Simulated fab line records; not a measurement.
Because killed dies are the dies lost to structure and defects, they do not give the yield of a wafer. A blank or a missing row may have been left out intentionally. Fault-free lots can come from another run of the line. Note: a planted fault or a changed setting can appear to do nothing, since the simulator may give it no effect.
Matching of chambers / flow nand-harc / NHARC_P_BONDPAD_ACTIVATE_29 on rie-diel-10: 4 sister chambers
The step chemistry N2, time 60 s. 22 wafers are shown with their chamber, then 11 later ones without.

EACH WAFER AND ITS CHAMBER
wafer=L074.2; chamber=1; drypump-motor-current-A (A)=5.9; rf-vpp-V (V)=64.8; oes-product-au (a.u.)=0.998
wafer=L074.3; chamber=0; drypump-motor-current-A (A)=6.2; rf-vpp-V (V)=64.2; oes-product-au (a.u.)=1.001
wafer=L074.4; chamber=2; drypump-motor-current-A (A)=5.3; rf-vpp-V (V)=63.8; oes-product-au (a.u.)=1.012
wafer=L076.2; chamber=1; drypump-motor-current-A (A)=6.0; rf-vpp-V (V)=64.8; oes-product-au (a.u.)=0.997
wafer=L076.3; chamber=3; drypump-motor-current-A (A)=4.7; rf-vpp-V (V)=63.3; oes-product-au (a.u.)=1.019
wafer=L076.6; chamber=2; drypump-motor-current-A (A)=5.3; rf-vpp-V (V)=63.9; oes-product-au (a.u.)=1.010
wafer=L077.2; chamber=1; drypump-motor-current-A (A)=5.9; rf-vpp-V (V)=63.3; oes-product-au (a.u.)=0.999
wafer=L077.3; chamber=3; drypump-motor-current-A (A)=4.7; rf-vpp-V (V)=63.5; oes-product-au (a.u.)=1.006
wafer=L077.6; chamber=2; drypump-motor-current-A (A)=5.3; rf-vpp-V (V)=62.9; oes-product-au (a.u.)=0.996
wafer=L079.1; chamber=2; drypump-motor-current-A (A)=5.3; rf-vpp-V (V)=62.6; oes-product-au (a.u.)=0.996
wafer=L079.4; chamber=0; drypump-motor-current-A (A)=6.2; rf-vpp-V (V)=64.5; oes-product-au (a.u.)=1.007
wafer=L079.6; chamber=2; drypump-motor-current-A (A)=5.3; rf-vpp-V (V)=64.0; oes-product-au (a.u.)=1.011
wafer=L082.1; chamber=2; drypump-motor-current-A (A)=5.3; rf-vpp-V (V)=63.2; oes-product-au (a.u.)=0.994
wafer=L082.5; chamber=3; drypump-motor-current-A (A)=4.7; rf-vpp-V (V)=64.6; oes-product-au (a.u.)=1.003
wafer=L082.6; chamber=2; drypump-motor-current-A (A)=5.3; rf-vpp-V (V)=62.5; oes-product-au (a.u.)=0.994
wafer=L083.3; chamber=3; drypump-motor-current-A (A)=4.7; rf-vpp-V (V)=62.4; oes-product-au (a.u.)=1.010
wafer=L083.4; chamber=0; drypump-motor-current-A (A)=6.2; rf-vpp-V (V)=63.8; oes-product-au (a.u.)=1.002
wafer=L083.6; chamber=1; drypump-motor-current-A (A)=5.9; rf-vpp-V (V)=64.0; oes-product-au (a.u.)=1.005
wafer=L086.2; chamber=1; drypump-motor-current-A (A)=5.9; rf-vpp-V (V)=64.5; oes-product-au (a.u.)=1.003
wafer=L086.4; chamber=2; drypump-motor-current-A (A)=5.3; rf-vpp-V (V)=63.3; oes-product-au (a.u.)=0.990
wafer=L086.6; chamber=1; drypump-motor-current-A (A)=5.9; rf-vpp-V (V)=64.0; oes-product-au (a.u.)=1.008
wafer=L089.2; chamber=2; drypump-motor-current-A (A)=5.3; rf-vpp-V (V)=63.8; oes-product-au (a.u.)=1.000

SIGNATURES (averages over the wafers above)
reading=drypump-motor-current-A; chamber 0=6.200; chamber 1=5.917; chamber 2=5.300; chamber 3=4.700; scatter within a chamber=0.0215
reading=rf-vpp-V; chamber 0=64.167; chamber 1=64.233; chamber 2=63.333; chamber 3=63.450; scatter within a chamber=0.625
reading=oes-product-au; chamber 0=1.00333; chamber 1=1.00167; chamber 2=1.00033; chamber 3=1.00950; scatter within a chamber=0.00679
Rule: for each reading, subtract the chamber's mean from the wafer's reading, divide by that reading's scatter and square the result; add these up over the readings and take the root, which gives the wafer's distance from the chamber. The wafer belongs to the nearest chamber; if the next one is less than 2 further off, it can't be placed. How the scatter is found: for the shown wafers, subtract from each reading the mean of its chamber, square and add these, divide the total by (wafers less chambers), then take the root.

WAFERS WITHOUT THEIR CHAMBER
wafer=L089.3; drypump-motor-current-A (A)=4.7; rf-vpp-V (V)=64.1; oes-product-au (a.u.)=0.992
wafer=L089.4; drypump-motor-current-A (A)=6.2; rf-vpp-V (V)=65.1; oes-product-au (a.u.)=1.011
wafer=L090.1; drypump-motor-current-A (A)=4.7; rf-vpp-V (V)=64.5; oes-product-au (a.u.)=0.997
wafer=L090.2; drypump-motor-current-A (A)=6.2; rf-vpp-V (V)=65.4; oes-product-au (a.u.)=0.988
wafer=L090.3; drypump-motor-current-A (A)=5.3; rf-vpp-V (V)=64.3; oes-product-au (a.u.)=1.008
wafer=L093.1; drypump-motor-current-A (A)=5.3; rf-vpp-V (V)=65.0; oes-product-au (a.u.)=0.999
wafer=L093.2; drypump-motor-current-A (A)=5.9; rf-vpp-V (V)=62.5; oes-product-au (a.u.)=1.005
wafer=L093.4; drypump-motor-current-A (A)=4.7; rf-vpp-V (V)=64.0; oes-product-au (a.u.)=1.005
wafer=L095.2; drypump-motor-current-A (A)=5.3; rf-vpp-V (V)=64.2; oes-product-au (a.u.)=1.008
wafer=L095.4; drypump-motor-current-A (A)=4.7; rf-vpp-V (V)=63.2; oes-product-au (a.u.)=1.001
wafer=L095.5; drypump-motor-current-A (A)=5.3; rf-vpp-V (V)=64.1; oes-product-au (a.u.)=1.003

CHAMBER TAKEN BY EACH
wafer=L089.3; from the rows above=3; in truth=3
wafer=L089.4; from the rows above=0; in truth=0
wafer=L090.1; from the rows above=3; in truth=3
wafer=L090.2; from the rows above=0; in truth=0
wafer=L090.3; from the rows above=2; in truth=2
wafer=L093.1; from the rows above=2; in truth=2
wafer=L093.2; from the rows above=1; in truth=1
wafer=L093.4; from the rows above=3; in truth=3
wafer=L095.2; from the rows above=2; in truth=2
wafer=L095.4; from the rows above=3; in truth=3
wafer=L095.5; from the rows above=2; in truth=2
11 of 11 placed correctly. Left unplaced by these rows: 0. 0 placed wrongly.
